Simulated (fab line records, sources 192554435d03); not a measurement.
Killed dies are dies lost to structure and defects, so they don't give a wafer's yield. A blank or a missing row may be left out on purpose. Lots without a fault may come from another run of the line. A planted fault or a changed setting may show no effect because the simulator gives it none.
A struck lot beside a sound one | flow n5_finfet | 36 steps out of a route of 1938
Sound: wafers L435.1, L435.2, L435.3. Struck: wafers L433.1, L433.2, L433.5. The cause comes at the end.
At each step with rows: each side's tool, then ch and its chambers, then its first start. Under that, the readings that differ: sound wafers | struck wafers | difference of the means | sigmas: that difference in standard deviations of wafers without a fault.
alike: readings whose means differ by less than 2 such deviations, and words and numbers that are the same on both sides. not compared: withheld readings, readings that some wafer has no value for, bounds like >300 that may hide the same value, and numbers for which the record gives no deviation and whose values overlap.
The two part at a step that has a row with sigmas, a row that says differs or no value, or rows on one side only. Numbers that don't overlap but have no deviation are shown without sigmas and don't part them. A reading that every wafer of one side lacks parts them only if that side has two wafers or more.

first, 9 steps without rows for these wafers: N5_BEOL_M4_ANNEAL_95 (time 240 s); N5_BEOL_M4_SPUTTER_96 (material Cu, target thk 4.5 nm, time 8.29 s); N5_BEOL_M4_ECD_50 (material Cu, target thk 300 nm); N5_BEOL_M4_ANNEAL_51 (time 90 s); N5_BEOL_M4_CMP_52 (polishes, stops on SiOC, t overpolish 6.8 s, target thk 40 nm); N5_BEOL_M4_PRE_CLEAN_60 (time 15 s); N5_BEOL_M4_CO_CAP_55 (material Co, precursor CCTBA/H2, target thk 2 nm, time 102.1 s); N5_BEOL_M4_PRE_CLEAN_56 (time 15 s); N5_BEOL_M4_DEP_57 (deposits SiCN from 3MS/NH3, target thk 8 nm, time 14 s).
N5_BEOL_M4_RC_MEAS_101:
  sound on prober-02 ch 0, day 13 07:19; struck on prober-01 ch 0, day 13 00:00
  alike: DIBL_N, DIBL_P, IOFF_N, IOFF_P, ION_N, ION_P, SS_N, SS_P, VT_N, VT_P
then, 24 steps without rows for these wafers: N5_BEOL_M5_ILD_DEP_00 (deposits SiCOH lowk from DEMS/porogen, target thk 140.64 nm, time 25.9 s); N5_BEOL_M5_CURE_79 (cures SiCOH lowk, time 240 s); N5_BEOL_M5_PECVD_70 (deposits SiO2 from TEOS/O2, target thk 16 nm, time 18 s); N5_BEOL_M5_HM_DEP_02 (deposits TiN, target thk 20 nm); N5_BEOL_M5_COAT_59 (time 60 s, resist thk 60 nm); N5_BEOL_M5_COAT_60 (time 60 s, resist thk 12 nm); N5_BEOL_M5_COAT_71 (time 60 s, resist thk 5 nm); N5_BEOL_M5_COAT_05 (resist thk 30 nm); N5_BEOL_M5_EBR_07; N5_BEOL_M5_SOFTBAKE_06 (time 60 s); N5_BEOL_M5_EXPOSE_08 (exposes mask M5, target cd 28 nm); N5_BEOL_M5_PEB_09 (peb time 60 s); N5_BEOL_M5_DEVELOP_10 (develop time 30 s); N5_BEOL_M5_DESCUM_16 (chemistry O2, time 7 s); N5_BEOL_M5_ETCH_72 (etches underlayer in N2/H2, target depth 6.5 nm, time 5.2 s); N5_BEOL_M5_ETCH_61 (etches SiARC in CF4, target depth 15.6 nm, time 26 s); N5_BEOL_M5_ETCH_62 (etches SOC in N2/H2, target depth 75 nm, overetch 15 nm, time 112.5 s); N5_BEOL_M5_STRIP_63 (strips in N2/H2); N5_BEOL_M5_STRIP_73 (strips in N2/H2); N5_BEOL_M5_STRIP_64 (strips in CF4); N5_BEOL_M5_HM_OPEN_17 (chemistry Cl2/BCl3, target TiN, target depth 20 nm, overetch 6 nm); N5_BEOL_M5_STRIP_19 (strips in O2); N5_BEOL_M5_COAT_65 (time 60 s, resist thk 60 nm); N5_BEOL_M5_COAT_66 (time 60 s, resist thk 12 nm).
-- the record jumps here: 3 days lie between the struck wafers' starts before and after (it left off in module BEOL_M5 and takes up again in module BEOL_M12, whose first step shown is number 1651 of the route) --
N5_BEOL_M12_ECD_47: material Cu, target thk 720 nm.
  sound on ecd_cu-01 ch 0,1, day 15 23:48; struck on ecd_cu-02 ch 0,1, day 15 16:26
N5_PASSIVATION_PROBE_49:
  the record has rows for the struck wafers here (prober-01, day 17 06:41) and none for the sound ones

WHERE THEY PART
Only at N5_PASSIVATION_PROBE_49, within this record.

WHY: what the simulator had put in
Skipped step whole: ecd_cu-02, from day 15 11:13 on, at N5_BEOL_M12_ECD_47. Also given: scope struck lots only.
